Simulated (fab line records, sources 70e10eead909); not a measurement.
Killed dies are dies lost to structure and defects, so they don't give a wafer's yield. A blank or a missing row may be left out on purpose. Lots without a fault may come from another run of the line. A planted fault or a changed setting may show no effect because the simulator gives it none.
Chamber matching | flow nand_harc | NHARC_A_CONTACT_DEP_85 on pecvd-03: 3 sister chambers
The step deposits SiON, target thk 60 nm. 16 wafers are shown with their chamber, then 8 later ones without.

WAFERS WITH THEIR CHAMBER
wafer  | chamber | showerhead_vpp_V (V) | heater_power_w (W)
L074.1 | 1       | 1218                 | 630
L074.2 | 2       | 1169                 | 548
L074.6 | 1       | 1237                 | 648
L078.2 | 1       | 1243                 | 662
L078.5 | 1       | 1238                 | 655
L078.6 | 0       | 1142                 | 794
L080.2 | 1       | 1226                 | 696
L080.4 | 1       | 1240                 | 699
L080.6 | 0       | 1141                 | 779
L083.1 | 1       | 1218                 | 692
L083.3 | 0       | 1125                 | 768
L083.5 | 1       | 1225                 | 694
L086.2 | 1       | 1236                 | 608
L086.4 | 1       | 1209                 | 610
L086.5 | 0       | 1150                 | 743
L087.1 | 0       | 1142                 | 664

SIGNATURES (means of the wafers above)
reading          | chamber 0 | chamber 1 | chamber 2 | scatter within a chamber
showerhead_vpp_V | 1140.00   | 1229.00   | 1169.00   | 10.8
heater_power_w   | 749.60    | 659.40    | 548.00    | 41
Rule: a wafer's distance from a chamber is the root of the sum, over the readings, of the square of ((its reading less the chamber's mean) divided by the reading's scatter). The wafer belongs to the nearest chamber; if the next one is less than 2 further off, it can't be placed. The scatter: the root of (the sum of the squares of (reading less its chamber's mean) over the shown wafers, divided by (wafers less chambers)).

WAFERS WITHOUT THEIR CHAMBER
wafer  | showerhead_vpp_V (V) | heater_power_w (W)
L087.2 | 1227                 | 716
L087.5 | 1221                 | 574
L088.1 | 1164                 | 541
L088.3 | 1144                 | 702
L088.4 | 1146                 | 690
L091.4 | 1240                 | 692
L091.5 | 1176                 | 572
L091.6 | 1154                 | 706

WHICH CHAMBER EACH WENT THROUGH
wafer  | from the rows above | in truth
L087.2 | 1                   | 1
L087.5 | 1                   | 1
L088.1 | 2                   | 2
L088.3 | 0                   | 0
L088.4 | 0                   | 0
L091.4 | 1                   | 1
L091.5 | 2                   | 2
L091.6 | 0                   | 0
Placed correctly: 8 of 8. Can't be placed from these rows: 0. Placed wrongly: 0.
